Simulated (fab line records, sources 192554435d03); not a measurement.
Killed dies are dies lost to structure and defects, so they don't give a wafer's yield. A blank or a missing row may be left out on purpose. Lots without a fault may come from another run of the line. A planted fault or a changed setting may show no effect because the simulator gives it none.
Split-lot experiment | flow n5_finfet | 7 lots, 21 wafers read, on a route of 1938 steps

THE SPLIT
At N5_BEOL_M0_SAQP_ETCH_106 (etches SOC in N2/H2, stops on SiNx, target depth 150 nm), the setting target_depth_a was moved away from the recipe's 1500 angstrom on 9 of the 21 wafers read, by -10.7% to +7.0%. The other wafers ran this setting at the recipe's value.

The reading is taken at the split's own step.

THE READING
SOC_of_BEOL_M0_SAQP_COAT_105.thk_nm (the simulator's own value, which no gauge read), in nm, at N5_BEOL_M0_SAQP_ETCH_106 (etches SOC in N2/H2, stops on SiNx, target depth 150 nm). The file gives no usual value for it. The 12 wafers here that ran the recipe average 23.2 nm, standard deviation 0.83 nm.

wafer  | tool, chamber at the split | target_depth_a as run, angstrom | against the recipe | SOC_of_BEOL_M0_SAQP_COAT_105.thk_nm, nm | against lot-mates on the recipe
L075.2 | rie_diel-01, 2             | 1500                            | recipe             | 24.4                                    | -
L075.6 | rie_diel-01, 2             | 1500                            | recipe             | 24.4                                    | -
L075.5 | rie_diel-01, 0             | 1500                            | recipe             | 23.4                                    | -
L076.4 | rie_diel-05, 0             | 1340                            | -10.7%             | 36                                      | +13.4
L076.5 | rie_diel-05, 2             | 1500                            | recipe             | 23.4                                    | -
L076.6 | rie_diel-05, 3             | 1500                            | recipe             | 21.8                                    | -
L081.2 | rie_diel-05, 2             | 1500                            | recipe             | 23.4                                    | -
L081.3 | rie_diel-05, 1,3           | 1500                            | recipe             | 23                                      | -
L081.4 | rie_diel-05, 1,3           | 1500                            | recipe             | 23                                      | -
L082.1 | rie_diel-04, 3             | 1422                            | -5.2%              | 28.2                                    | no lot-mate on the recipe
L082.3 | rie_diel-04, 1             | 1422                            | -5.2%              | 24.6                                    | no lot-mate on the recipe
L082.5 | rie_diel-04, 2             | 1422                            | -5.2%              | 26                                      | no lot-mate on the recipe
L083.4 | rie_diel-05, 2             | 1339                            | -10.7%             | 30.8                                    | +7.4
L083.5 | rie_diel-05, 1             | 1339                            | -10.7%             | 30.6                                    | +7.2
L083.6 | rie_diel-05, 2             | 1500                            | recipe             | 23.4                                    | -
L096.2 | rie_diel-04, 1             | 1605                            | +7.0%              | 16.4                                    | -5.6
L096.3 | rie_diel-04, 0             | 1500                            | recipe             | 21.8                                    | -
L096.4 | rie_diel-04, 3             | 1500                            | recipe             | 22.2                                    | -
L097.2 | rie_diel-05, 3             | 1426                            | -4.9%              | 27                                      | +3.4
L097.3 | rie_diel-05, 1             | 1426                            | -4.9%              | 28                                      | +4.4
L097.5 | rie_diel-05, 3             | 1500                            | recipe             | 23.6                                    | -
Where a row lists several chambers, the file gives one row for several wafers and doesn't say which wafer went through which chamber.

THE FIT
A straight line over all 21 wafers: SOC_of_BEOL_M0_SAQP_COAT_105.thk_nm changes by -0.856 nm for each +1% of target_depth_a; r = -0.94; the points scatter about the line by 1.4 nm.
The same after taking each lot's own level away (the mean of its wafers on the recipe; 18 wafers): -0.852 nm for each +1%; r = -0.95; scatter 1.3 nm.
On that fit, the largest move of target_depth_a shifts the reading by 9.1 nm.
The lots' own levels span 22.00 to 24.07 nm, that is 2.5 times the standard deviation above.
So the lot-to-lot level changes the slope little: the two slopes agree.
Check: with one of the wafers moved furthest among these (-10.7%) left out of the fit, the line predicts +9.8 nm for it against its lot-mates. It came out at +7.4 nm against them.

OTHER SPLITS ON THESE WAFERS
These wafers also went through other splits before the reading. Each is held against what the fit with the lots' levels taken away leaves over:
other split on the same wafers       | wafers away from the commonest value | r with SOC_of_BEOL_M0_SAQP_COAT_105.thk_nm (lot level and that fit taken away)
N5_MOL_CONTACT_COAG_COAT_64 spin_rpm | 6                                    | -0.45
N5_BEOL_M0_SAQP_PECVD_03 time_s      | 5                                    | -0.03

THE FILE'S OWN FIT
SOC_of_BEOL_M0_SAQP_COAT_105.thk_nm changes by -0.925 nm for each +1% of target_depth_a, r = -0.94.
